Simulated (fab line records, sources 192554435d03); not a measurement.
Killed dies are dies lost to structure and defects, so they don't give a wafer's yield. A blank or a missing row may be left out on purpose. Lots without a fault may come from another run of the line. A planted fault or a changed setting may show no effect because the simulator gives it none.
fab line records | flow n5_finfet | part 2 of 2: steps 18 to 27 of 27
record lots=5 wafers=15 last_day=18
route steps=1938 shown BEOL_M9@1437
lots that met no fault: from a run of the same line without faults
start_h: hours from the record's first day to the start of the lot's first wafer shown | wait_h: hours since the lot's step before | " the same as in the row above | L1.1+2: a row that stands for several wafers | - no value, or no start given | * or withheld: withheld | < > ~ a bound
route shown NAME@n: a module of which the file shows steps, and the number in the route of the first | usual: mean/standard deviation of fault-free wafers | same: alike in all rows | chamber/n: place in a boat | sites: the reading at each site | _std_site: their standard deviation | _edge_site: outer sites' mean less inner sites' | radius_mm: how far each site lies from the wafer's centre | mask NAME#n: copy n | behind: the tool/chamber that last shaped the wafer | hold: why the lot was held/for how many hours/how that ended | device: the transistor (n, p or np) that didn't switch | end of line: the same wafers' tests at the end of the route | a step without rows: its recipe alone | killed: dies lost to structure and defects at the first sort, not the wafer's yield | map: a wafer's dies, x killed, . not, _ none there
set.NAME: the setting as run; set.NAME@STEP: as run at that earlier step | model.NAME: the simulator's own value behind a step, which no gauge read
lots at some steps of the route; a table a step, a row a wafer
services: from which hour (start_h, from the record's first day; less than 0 if before it) a tool's chamber was out of use, for how many hours, and why
## steps
# step N5_BEOL_M9_CD_MEAS_35
# recipe target_cd_nm=70 target_cd_y_nm=40 polarity=opening
# usual cd_nm=70.0/0.57
# columns lot.wafer tool chamber start_h wait_h cd_nm
L074.4 cd_sem-03 - 226.10 0.0 71.0
L074.5 " - " " 70.5
L074.6 " - " " 71.1
L075.2 cd_sem-01 - 238.99 0.0 70.4
L075.3 " - " " 70.7
L075.4 " - " " 70.1
L076.2 cd_sem-01 - 249.87 0.0 69.6
L076.5 " - " " 69.4
L076.6 " - " " 69.9
L091.2 cd_sem-02 - 335.49 0.0 69.7
L091.3 " - " " 69.5
L091.5 " - " " 69.0
L096.3 cd_sem-03 - 360.06 0.0 71.7
L096.4 " - " " 70.3
L096.6 " - " " 71.6
# step N5_BEOL_M9_CURE_72
# recipe temp_c=370 time_s=120 ambient=DMADMS/He material=SiCOH_lowk
# usual lamp_power_pct=52.31/0.051 wafer_temp_C_max=371.5/0.48
# columns lot.wafer tool chamber start_h wait_h lamp_power_pct wafer_temp_C_max
L074.4 uv_cure-02 1 226.29 0.2 52.37 372.6
L074.5 " 1 " " 52.24 371.5
L074.6 " 1 " " 52.29 372.2
L075.2 uv_cure-03 1 239.08 0.1 52.23 371.9
L075.3 " 1 " " 52.27 372.1
L075.4 " 1 " " 52.25 371.9
L076.2 uv_cure-02 1 249.96 0.1 52.40 372.0
L076.5 " 1 " " 52.32 372.4
L076.6 " 1 " " 52.36 372.2
L091.2 uv_cure-01 2 335.75 0.3 52.35 371.1
L091.3 " 2 " " 52.23 371.2
L091.5 " 2 " " 52.27 371.4
L096.3 uv_cure-02 1 360.20 0.1 52.25 372.1
L096.4 " 1 " " 52.25 373.0
L096.6 " 1 " " 52.29 373.0
# step N5_BEOL_M9_DEGAS_44
# recipe ambient=vacuum temp_c=250 time_s=60
# usual heater_power_w=327/36
# columns lot.wafer tool chamber start_h wait_h heater_power_w
L074.4 pvd_sputter-03 - 226.54 0.2 336
L074.5 " - " " 341
L074.6 " - " " 354
L075.2 pvd_sputter-02 - 239.47 0.3 363
L075.3 " - " " 302
L075.4 " - " " 285
L076.2 pvd_sputter-02 - 250.30 0.3 363
L076.5 " - " " 300
L076.6 " - " " 313
L091.2 pvd_sputter-01 - 336.08 0.3 371
L091.3 " - " " 380
L091.5 " - " " 374
L096.3 pvd_sputter-02 - 361.00 0.7 302
L096.4 " - " " 290
L096.6 " - " " 293
# step N5_BEOL_M9_PRE_CLEAN_45
# recipe gas=H2/He time_s=30 temp_c=250
# usual heater_power_w=326/38
# columns lot.wafer tool chamber start_h wait_h heater_power_w
L074.4 pvd_sputter-03 - 226.58 0.0 346
L074.5 " - " " 351
L074.6 " - " " 375
L075.2 pvd_sputter-02 - 239.51 0.0 364
L075.3 " - " " 300
L075.4 " - " " 293
L076.2 pvd_sputter-02 - 250.34 0.0 364
L076.5 " - " " 296
L076.6 " - " " 304
L091.2 pvd_sputter-01 - 336.13 0.0 373
L091.3 " - " " 384
L091.5 " - " " 372
L096.3 pvd_sputter-02 - 361.04 0.0 299
L096.4 " - " " 295
L096.6 " - " " 294
# step N5_BEOL_M9_ALD_74
# recipe material=TaN target_thk_a=20 temp_c=275 ald_precursor_family=PDMAT ald_co_reactant=NH3 pressure_torr=3 carrier_flow_sccm=1500 pulse_time_s=2 purge_time_s=3 co_reactant_purge_time_s=2 co_reactant_pulse_time_s=3 ald_cycles=40 precursor_vessel_temp_c=75 precursor_vessel_pressure_torr=26.25 precursor_vessel_carrier_sccm=1000
# usual heater_power_w=433/54 precursor_vessel_temp_c=75.00/0.11
# same ald_cycles=40 co_reactant_pulse_time_s=3 co_reactant_purge_time_s=2
# columns lot.wafer tool chamber start_h wait_h heater_power_w precursor_vessel_temp_c
L074.4 ald_metal-01 2 226.65 0.0 473 75.09
L074.5 " 2 " " 477 74.90
L074.6 " 3 " " 494 74.99
L075.2 ald_metal-03 3 239.58 0.1 452 74.97
L075.3 " 2 " " 396 74.97
L075.4 " 1 " " 469 74.88
L076.2 ald_metal-01 2 250.40 0.0 475 75.13
L076.5 " 2 " " 483 75.03
L076.6 " 1 " " 515 75.03
L091.2 ald_metal-04 3 336.19 0.0 414 74.94
L091.3 " 0 " " 376 75.10
L091.5 " 3 " " 415 74.94
L096.3 ald_metal-03 2 361.10 0.0 392 74.96
L096.4 " 0 " " 339 74.94
L096.6 " 2 " " 387 74.88
# step N5_BEOL_M9_SURFACE_TREAT_79
# recipe gas=Ar time_s=* ion_energy_ev=* ion_current_ma_cm2=0.5 pressure_mtorr=* ar_flow_sccm=30
# usual pressure_mtorr=* throttle_valve_pct=*
# columns lot.wafer tool chamber start_h wait_h pressure_mtorr throttle_valve_pct
L074.4 pvd_sputter-03 - 228.46 1.7 * *
L074.5 " - " " * *
L074.6 " - " " * *
L075.2 pvd_sputter-02 - 239.89 0.2 * *
L075.3 " - " " * *
L075.4 " - " " * *
L076.2 pvd_sputter-02 - 250.68 0.2 * *
L076.5 " - " " * *
L076.6 " - " " * *
L091.2 pvd_sputter-03 - 336.52 0.2 * *
L091.3 " - " " * *
L091.5 " - " " * *
L096.3 pvd_sputter-03 - 361.53 0.3 * *
L096.4 " - " " * *
L096.6 " - " " * *
# step N5_BEOL_M9_CVD_78
# recipe material=Co target_thk_a=20 temp_c=withheld precursor=CCTBA/H2 pressure_torr=30 time_s=138.9
# columns lot.wafer tool chamber start_h wait_h
L074.4+5+6 cvd_co-01 1,0,2 228.75 0.3
L075.2+3+4 cvd_co-01 0,1,2 240.01 0.1
L076.2+5+6 cvd_co-01 0,0,2 250.77 0.1
L091.2+3+5 cvd_co-01 1,0,0 336.70 0.2
L096.3+4+6 cvd_co-02 2,1,2 361.61 0.1
# step N5_BEOL_M9_SPUTTER_48
# recipe material=Cu target_thk_a=120 temp_c=-20 bias_v=60 power_w=26000 chamber_pressure_pa=0.13 time_s=2
# usual chamber_pressure_pa=0.12996/0.00022 throttle_valve_pct=30.2/1.1
# columns lot.wafer tool chamber start_h wait_h chamber_pressure_pa throttle_valve_pct
L074.4 pvd_sputter-03 - 228.82 0.0 0.13012 30.4
L074.5 " - " " 0.12974 30.4
L074.6 " - " " 0.13004 29.8
L075.2 pvd_sputter-03 - 240.12 0.1 0.13 31.4
L075.3 " - " " 0.12992 28.3
L075.4 " - " " 0.13019 29.9
L076.2 pvd_sputter-03 - 250.96 0.1 0.12974 31.4
L076.5 " - " " 0.13009 30.2
L076.6 " - " " 0.12961 30.5
L091.2 pvd_sputter-03 - 336.88 0.1 0.12975 30.5
L091.3 " - " " 0.13021 29.9
L091.5 " - " " 0.12969 31.5
L096.3 pvd_sputter-03 - 361.75 0.1 0.12982 28.5
L096.4 " - " " 0.12982 30.6
L096.6 " - " " 0.13026 30.0
# step N5_BEOL_M9_ECD_50
# recipe material=Cu target_thk_a=3180
# columns lot.wafer tool chamber start_h wait_h
L074.4+5+6 ecd_cu-02 1,0,1 228.97 0.1
L075.2+3+4 ecd_cu-02 0,0,1 240.24 0.1
L076.2+5+6 ecd_cu-01 0,1,0 251.07 0.1
L091.2+3+5 ecd_cu-01 1 337.04 0.1
L096.3+4+6 ecd_cu-02 1,0,0 361.90 0.1
# step N5_BEOL_M9_ANNEAL_51
# recipe temp_c=225 time_s=90 ambient=N2
# usual wafer_temp_C_max=225.80/0.28
# columns lot.wafer tool chamber start_h wait_h wafer_temp_C_max
L074.4 rtp_anneal-02 0 229.43 0.4 226.00
L074.5 " 0 " " 226.03
L074.6 " 0 " " 226.09
L075.2 rtp_anneal-01 0 240.74 0.5 225.46
L075.3 " 0 " " 225.88
L075.4 " 0 " " 225.49
L076.2 rtp_anneal-01 0 251.23 0.1 225.90
L076.5 " 0 " " 225.91
L076.6 " 0 " " 225.81
L091.2 rtp_anneal-01 0 337.67 0.6 225.55
L091.3 " 0 " " 225.43
L091.5 " 0 " " 225.46
L096.3 rtp_anneal-02 0 362.07 0.1 225.90
L096.4 " 0 " " 226.00
L096.6 " 0 " " 225.67
## services
# columns tool chamber start_h hours kind
wet_bench-01 - 202.91 1.0 repair
ald_metal-03 - 210.19 8.7 pm
rie_diel-02 - 211.42 0.1 repair
uv_cure-02 - 226.67 3.9 repair
rie_diel-02 1 234.79 10.1 repair
cvd_co-02 0 240.22 3.9 repair
wet_bench-01 - 255.02 1.9 pm
ecd_cu-01 - 258.40 3.9 pm
uv_cure-02 - 260.12 44.8 repair
cvd_co-01 - 263.83 0.6 repair
pvd_sputter-03 - 271.86 1.3 repair
uv_cure-01 - 273.69 22.2 pm
rie_diel-05 0 290.58 14.1 repair
ald_metal-03 2 290.71 5.9 repair
ald_metal-03 - 298.34 1.1 repair
ald_metal-04 - 299.33 2.0 repair
cvd_co-01 - 301.80 14.6 pm
ald_metal-01 2 304.44 2.0 repair
ald_metal-04 1 317.24 30.8 repair
rie_diel-06 2 323.89 4.5 repair
uv_cure-01 - 328.31 0.6 repair
ald_metal-01 - 337.25 14.0 pm
rie_diel-02 1 351.37 14.6 repair
rie_diel-05 3 356.99 15.0 repair
